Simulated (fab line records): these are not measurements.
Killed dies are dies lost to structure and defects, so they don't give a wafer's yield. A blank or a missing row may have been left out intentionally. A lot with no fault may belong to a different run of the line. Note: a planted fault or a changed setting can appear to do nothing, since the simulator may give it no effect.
Matching of chambers || flow nand_harc || NHARC_P_M2_CMP_23 on cmp-03 has 4 sister chambers
The step polishes, t overpolish 20 s, target thk 144.3 nm. 18 wafers are shown with their chamber, then 9 later ones without.

== WAFERS WITH THEIR CHAMBER ==
{"wafer": "L074.1", "chamber": 1, "motor_current_A (A)": 9.6, "time_to_endpoint_s (s)": 28.7}
{"wafer": "L074.4", "chamber": 0, "motor_current_A (A)": 11.7, "time_to_endpoint_s (s)": 27.3}
{"wafer": "L074.5", "chamber": 3, "motor_current_A (A)": 11.6, "time_to_endpoint_s (s)": 28.8}
{"wafer": "L075.1", "chamber": 2, "motor_current_A (A)": 12.6, "time_to_endpoint_s (s)": 26.6}
{"wafer": "L075.5", "chamber": 0, "motor_current_A (A)": 12.7, "time_to_endpoint_s (s)": 26.9}
{"wafer": "L075.6", "chamber": 3, "motor_current_A (A)": 11.5, "time_to_endpoint_s (s)": 27.1}
{"wafer": "L076.2", "chamber": 2, "motor_current_A (A)": 12.7, "time_to_endpoint_s (s)": 30.2}
{"wafer": "L076.3", "chamber": 1, "motor_current_A (A)": 9.5, "time_to_endpoint_s (s)": 29.0}
{"wafer": "L076.4", "chamber": 3, "motor_current_A (A)": 12.0, "time_to_endpoint_s (s)": 30.5}
{"wafer": "L077.2", "chamber": 1, "motor_current_A (A)": 10.0, "time_to_endpoint_s (s)": 27.6}
{"wafer": "L077.5", "chamber": 1, "motor_current_A (A)": 9.5, "time_to_endpoint_s (s)": 26.9}
{"wafer": "L077.6", "chamber": 0, "motor_current_A (A)": 12.6, "time_to_endpoint_s (s)": 28.0}
{"wafer": "L078.1", "chamber": 2, "motor_current_A (A)": 13.4, "time_to_endpoint_s (s)": 24.2}
{"wafer": "L078.3", "chamber": 0, "motor_current_A (A)": 12.6, "time_to_endpoint_s (s)": 25.3}
{"wafer": "L078.5", "chamber": 1, "motor_current_A (A)": 9.3, "time_to_endpoint_s (s)": 24.6}
{"wafer": "L080.4", "chamber": 3, "motor_current_A (A)": 12.0, "time_to_endpoint_s (s)": 27.3}
{"wafer": "L080.5", "chamber": 3, "motor_current_A (A)": 11.3, "time_to_endpoint_s (s)": 28.7}
{"wafer": "L080.6", "chamber": 2, "motor_current_A (A)": 12.8, "time_to_endpoint_s (s)": 26.2}

SIGNATURES (means of the wafers above)
{"reading": "motor_current_A", "chamber 0": 12.400, "chamber 1": 9.580, "chamber 2": 12.875, "chamber 3": 11.680, "scatter within a chamber": 0.349}
{"reading": "time_to_endpoint_s", "chamber 0": 26.875, "chamber 1": 27.360, "chamber 2": 26.800, "chamber 3": 28.480, "scatter within a chamber": 1.74}
Rule: distance of a wafer from a chamber = root of the sum over the readings of ((wafer's reading minus chamber's mean) / reading's scatter) squared. If the next closest chamber is less than 2 further off than the closest, the wafer can't be placed; otherwise it belongs to the closest. How the scatter is found: for the shown wafers, subtract from each reading the mean of its chamber, square and add these, divide the total by (wafers less chambers), then take the root.

== WAFERS MISSING THEIR CHAMBER ==
{"wafer": "L087.2", "motor_current_A (A)": 9.7, "time_to_endpoint_s (s)": 27.0}
{"wafer": "L087.4", "motor_current_A (A)": 12.5, "time_to_endpoint_s (s)": 25.7}
{"wafer": "L087.5", "motor_current_A (A)": 10.0, "time_to_endpoint_s (s)": 31.1}
{"wafer": "L090.1", "motor_current_A (A)": 9.7, "time_to_endpoint_s (s)": 28.9}
{"wafer": "L090.3", "motor_current_A (A)": 11.9, "time_to_endpoint_s (s)": 25.4}
{"wafer": "L090.6", "motor_current_A (A)": 13.1, "time_to_endpoint_s (s)": 27.2}
{"wafer": "L095.2", "motor_current_A (A)": 13.3, "time_to_endpoint_s (s)": 25.5}
{"wafer": "L095.5", "motor_current_A (A)": 12.4, "time_to_endpoint_s (s)": 24.2}
{"wafer": "L095.6", "motor_current_A (A)": 13.6, "time_to_endpoint_s (s)": 28.5}

== WHICH CHAMBER EACH WENT THROUGH ==
{"wafer": "L087.2", "from the rows above": 1, "in truth": 1}
{"wafer": "L087.4", "from the rows above": "can't be placed: 0 or 2", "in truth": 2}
{"wafer": "L087.5", "from the rows above": 1, "in truth": 1}
{"wafer": "L090.1", "from the rows above": 1, "in truth": 1}
{"wafer": "L090.3", "from the rows above": "can't be placed: 0 or 3 or 2", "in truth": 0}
{"wafer": "L090.6", "from the rows above": "can't be placed: 2 or 0", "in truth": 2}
{"wafer": "L095.2", "from the rows above": "can't be placed: 2 or 0", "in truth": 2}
{"wafer": "L095.5", "from the rows above": "can't be placed: 0 or 2 or 3", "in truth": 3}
{"wafer": "L095.6", "from the rows above": "can't be placed: 2 or 0", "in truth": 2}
Correctly placed: 3 of 9. Unplaceable from these rows: 6, with the true chamber sitting among the candidates in 6. Wrongly placed: 0.
